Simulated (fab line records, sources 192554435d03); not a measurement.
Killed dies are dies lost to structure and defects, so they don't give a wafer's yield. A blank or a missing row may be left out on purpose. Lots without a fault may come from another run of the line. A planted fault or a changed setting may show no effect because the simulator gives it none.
Which tool did it? | flow n5_finfet | 12 lots, 36 wafers sampled, at 1 step of a route of 1938

WHAT THE GAUGES READ, wafer by wafer
N5_BEOL_M9_THK_MEAS_01.
lot  | measured     | on            | M9_ILD_THK (nm)
L075 | day 10 12:28 | film_metro-01 | 262 265 270
L079 | day 11 01:27 | film_metro-02 | 263 264 271
L078 | day 11 05:02 | film_metro-01 | 271 268 270
L081 | day 11 21:31 | film_metro-01 | 264 269 270
L083 | day 12 07:56 | film_metro-02 | 267 270 272
L088 | day 12 20:48 | film_metro-01 | 268 267 272
L086 | day 13 02:02 | film_metro-02 | 273 266 273
L089 | day 13 21:38 | film_metro-02 | 259 261 268
L091 | day 14 18:11 | film_metro-01 | 269 266 275
L094 | day 15 00:10 | film_metro-01 | 274 267 270
L096 | day 15 01:52 | film_metro-01 | 264 261 265
L097 | day 16 00:47 | film_metro-02 | 268 267 272

WHICH TOOL RAN EACH LOT (tool, then ch and the chambers of the sampled wafers, then the start)
The record holds no process step before these readings.

THE ANSWER, worked out from the rows above alone
Rule: what is usual is taken from the lots themselves. Put in order of their means at a reading, lots are off if they are a third of the lots or fewer, leave a main group of 4 or more, and stand apart from it by a gap of 3 or more times the standard deviation of the main group's means; of several such gaps the widest counts. A main group whose means are all the same, to the digits that the tables above print for the reading, isn't used. A lot without any number at a reading at which 4 lots or more have one is off too. The other lots that the step has rows for count as sound.
No lot is off at any reading shown: from this, nothing can be told.

WHAT THE SIMULATOR HAD PUT IN
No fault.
